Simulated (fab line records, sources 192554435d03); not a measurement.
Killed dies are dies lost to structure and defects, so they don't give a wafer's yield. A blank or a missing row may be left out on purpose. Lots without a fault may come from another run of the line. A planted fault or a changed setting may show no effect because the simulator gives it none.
One fault seen from 2 desks | flow n5_finfet | each desk has only its own numbers; what lay behind them comes last

THE METROLOGY DESK
What the gauges read, lot by lot, whatever tool the lot ran on: means of the sampled wafers that have a number. A lot is out of limits, marked OUT, if its mean lies more than 4 standard deviations from the usual mean; the brackets give that distance. Of its 10 readings 7 are shown: those that lie furthest out on some lot.
Columns: A = DIBL_P at N5_BEOL_M4_RC_MEAS_101, usual 36.5 mV/V; B = IOFF_N at N5_BEOL_M4_RC_MEAS_101, usual 0.16 nA/um; C = IOFF_P at N5_BEOL_M4_RC_MEAS_101, usual 0.21 nA/um; D = ION_N at N5_BEOL_M4_RC_MEAS_101, usual 675 uA/um; E = SS_P at N5_BEOL_M4_RC_MEAS_101, usual 73.3 mV/dec; F = VT_N at N5_BEOL_M4_RC_MEAS_101, usual 249 mV; G = VT_P at N5_BEOL_M4_RC_MEAS_101, usual -250 mV
lot  | first seen here | A    | B    | C    | D   | E    | F   | G
L482 | day 7 15:28     | 36.2 | 0.15 | 0.19 | 676 | 73.6 | 252 | -253
L483 | day 8 11:33     | 35.8 | 0.16 | 0.23 | 676 | 73.2 | 249 | -248
L487 | day 8 14:51     | 35.7 | 0.15 | 0.20 | 680 | 72.4 | 251 | -251
L489 | day 9 06:10     | 33.3 | 0.11 | 0.18 | 663 | 71.8 | 254 | -251
L490 | day 9 15:35     | 35.5 | 0.14 | 0.19 | 658 | 72.8 | 253 | -251
L496 | day 11 13:41    | 37.4 | 0.19 | 0.29 | 682 | 73.0 | 246 | -243
L498 | day 11 18:43    | 37.7 | 0.16 | 0.20 | 667 | 73.9 | 251 | -254
L499 | day 12 00:10    | 34.6 | 0.15 | 0.22 | 685 | 72.7 | 247 | -245
L503 | day 13 03:38    | 39.2 | 0.24 | 0.24 | 700 | 74.2 | 243 | -250
L505 | day 13 10:06    | 36.6 | 0.16 | 0.20 | 675 | 73.7 | 249 | -253
This desk's finding: nothing out of limits on any of the 10 lots.

THE TOOL OWNER'S DESK: euv_scanner-01
The tool's own readings at N5_BEOL_M3_EXPOSE_25 (exposes mask V2, defocus 5 nm): means of the sampled wafers that have a number, for each lot that ran on this tool. A lot is out of limits, marked OUT, if its mean lies more than 4 standard deviations from the usual mean; the brackets give that distance.
Columns: A = exposure_dose_mJ_cm2 at N5_BEOL_M3_EXPOSE_25, usual 62.91
lot  | first seen here | A
L482 | day 7 00:20     | 62.87
L483 | day 7 12:49     | 62.84
L487 | day 8 00:20     | 60.93 (-31) OUT
L490 | day 8 22:41     | 61.26 (-26) OUT
This desk's finding: out of limits on L487, L490; first on L487, day 8 00:20 (exposure_dose_mJ_cm2 at N5_BEOL_M3_EXPOSE_25). In limits: L482, L483.

PUT TOGETHER
The tool owner's desk could have raised an alarm at day 8 00:20, on L487, L490.
The metrology desk saw nothing out of limits.
The metrology desk has L487, L490 on record, within its limits.
Of the lots named, all ran N5_BEOL_M3_EXPOSE_25 on euv_scanner-01.

WHAT THE SIMULATOR HAD PUT IN
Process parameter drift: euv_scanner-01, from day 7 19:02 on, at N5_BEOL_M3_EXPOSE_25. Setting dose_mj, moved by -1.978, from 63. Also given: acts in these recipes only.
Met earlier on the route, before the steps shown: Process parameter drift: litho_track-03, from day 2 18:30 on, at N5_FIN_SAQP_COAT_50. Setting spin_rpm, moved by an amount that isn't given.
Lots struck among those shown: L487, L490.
Hours from the fault's start to each desk's first reading out of limits: the tool owner's desk, 5.
